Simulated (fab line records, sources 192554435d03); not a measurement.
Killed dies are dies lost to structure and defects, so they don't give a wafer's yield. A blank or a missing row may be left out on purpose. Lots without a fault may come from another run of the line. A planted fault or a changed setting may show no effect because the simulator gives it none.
Split-lot experiment | flow n5_finfet | 7 lots, 39 wafers read, on a route of 1938 steps

THE SPLIT
At N5_BEOL_M15_ETCH_61 (etches BARC in N2/H2, target depth 89 nm, overetch 26.7 nm, time 67.9 s), the setting time_s was moved away from the recipe's 67.9 s on 9 of the 39 wafers read, by -53.4% to +42.8%. The other wafers ran this setting at the recipe's value.

The file shows no step between the split and the reading.

THE READING
BEOL_M15.cd_nm (the simulator's own value, which no gauge read), in nm, at N5_BEOL_M15_TRENCH_ETCH_34 (etches SiO2 in C4F8/O2/Ar, target depth 872.93 nm, time 199 s). The file gives no usual value for it. The 30 wafers here that ran the recipe average 400.4 nm, standard deviation 2.4 nm.

wafer  | tool, chamber at the split | time_s as run, s | against the recipe | BEOL_M15.cd_nm, nm | against lot-mates on the recipe
L075.1 | rie_diel-06, 2             | 67.9             | recipe             | 401.2              | -
L075.2 | rie_diel-06, 0             | 67.9             | recipe             | 400.2              | -
L075.3 | rie_diel-06, 1             | 67.9             | recipe             | 401.2              | -
L075.4 | rie_diel-06, 3             | 67.9             | recipe             | 401.2              | -
L075.5 | rie_diel-06, 1             | 67.9             | recipe             | 399.6              | -
L075.6 | rie_diel-06, 0             | 67.9             | recipe             | 400.8              | -
L076.1 | rie_diel-05, 0             | 86.27            | +27.1%             | 401.6              | +2.7
L076.2 | rie_diel-05, 1             | 86.27            | +27.1%             | 401.4              | +2.5
L076.3 | rie_diel-05, 3             | 67.9             | recipe             | 398.2              | -
L076.4 | rie_diel-05, 2             | 86.27            | +27.1%             | 402.4              | +3.5
L076.5 | rie_diel-05, 0             | 67.9             | recipe             | 398.4              | -
L076.6 | rie_diel-05, 3             | 67.9             | recipe             | 400.2              | -
L083.1 | rie_diel-06, 2             | 67.9             | recipe             | 400.6              | -
L083.2 | rie_diel-06, 0             | 96.99            | +42.8%             | 406.2              | +7.3
L083.3 | rie_diel-06, 3             | 96.99            | +42.8%             | 405.6              | +6.7
L083.4 | rie_diel-06, 1             | 96.99            | +42.8%             | 404.8              | +5.9
L083.5 | rie_diel-06, 1             | 67.9             | recipe             | 397                | -
L083.6 | rie_diel-06, 2             | 67.9             | recipe             | 399.2              | -
L088.1 | rie_diel-02, 2             | 31.61            | -53.4%             | 395.4              | -7.1
L088.2 | rie_diel-02, 3             | 31.61            | -53.4%             | 396                | -6.5
L088.3 | rie_diel-02, 1             | 67.9             | recipe             | 403.4              | -
L088.4 | rie_diel-02, 0             | 31.61            | -53.4%             | 394.4              | -8.1
L088.5 | rie_diel-02, 2             | 67.9             | recipe             | 403                | -
L088.6 | rie_diel-02, 3             | 67.9             | recipe             | 401.2              | -
L090.1 | rie_diel-05, 0             | 67.9             | recipe             | 402.6              | -
L090.2 | rie_diel-05, 1             | 67.9             | recipe             | 402.4              | -
L090.3 | rie_diel-05, 3             | 67.9             | recipe             | 402.6              | -
L090.4 | rie_diel-05, 2             | 67.9             | recipe             | 402.4              | -
L090.5 | rie_diel-05, 2             | 67.9             | recipe             | 401.2              | -
L090.6 | rie_diel-05, 3             | 67.9             | recipe             | 404.6              | -
L094.1 | rie_diel-05, 2             | 67.9             | recipe             | 404.2              | -
L094.5 | rie_diel-05, 1             | 67.9             | recipe             | 402.8              | -
L094.6 | rie_diel-05, 2             | 67.9             | recipe             | 402.6              | -
L097.1 | rie_diel-06, 3             | 67.9             | recipe             | 397.6              | -
L097.2 | rie_diel-06, 1             | 67.9             | recipe             | 396                | -
L097.3 | rie_diel-06, 2             | 67.9             | recipe             | 395.8              | -
L097.4 | rie_diel-06, 0             | 67.9             | recipe             | 397                | -
L097.5 | rie_diel-06, 1             | 67.9             | recipe             | 397.8              | -
L097.6 | rie_diel-06, 2             | 67.9             | recipe             | 397.2              | -

THE FIT
A straight line over all 39 wafers: BEOL_M15.cd_nm changes by +0.0981 nm for each +1% of time_s; r = +0.67; the points scatter about the line by 2.3 nm.
The same after taking each lot's own level away (the mean of its wafers on the recipe; 39 wafers): +0.138 nm for each +1%; r = +0.95; scatter 0.92 nm.
On that fit, the largest move of time_s shifts the reading by 7.4 nm.
The lots' own levels span 396.90 to 403.20 nm, that is 2.6 times the standard deviation above.
So the lot-to-lot level blurs the effect unless lot-mates are compared.
Check: with one of the wafers moved furthest among these (-53.4%) left out of the fit, the line predicts -7.45 nm for it against its lot-mates. It came out at -7.13 nm against them.

THE WHOLE CHAIN: every reading that the file lists as answering this split, in the file's order
step                       | what it does                                                            | reading                                                                          | change (the file's fit)               | r (the file's)
N5_BEOL_M15_ETCH_61        | etches BARC in N2/H2, target depth 89 nm, overetch 26.7 nm, time 67.9 s | coat_of_BEOL_M15_COAT_22.thk_nm (the simulator's own value, which no gauge read) | -0.628 nm for each +1% of the setting | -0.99
N5_BEOL_M15_ETCH_61        | etches BARC in N2/H2, target depth 89 nm, overetch 26.7 nm, time 67.9 s | BEOL_M15.cd_nm (the simulator's own value, which no gauge read)                  | +0.134 nm for each +1% of the setting | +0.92
N5_BEOL_M15_TRENCH_ETCH_34 | etches SiO2 in C4F8/O2/Ar, target depth 872.93 nm, time 199 s           | coat_of_BEOL_M15_COAT_22.thk_nm (the simulator's own value, which no gauge read) | -0.61 nm for each +1% of the setting  | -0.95
N5_BEOL_M15_TRENCH_ETCH_34 | etches SiO2 in C4F8/O2/Ar, target depth 872.93 nm, time 199 s           | BEOL_M15.cd_nm (the simulator's own value, which no gauge read)                  | +0.138 nm for each +1% of the setting | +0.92

THE FILE'S OWN FIT
BEOL_M15.cd_nm changes by +0.138 nm for each +1% of time_s, r = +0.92.
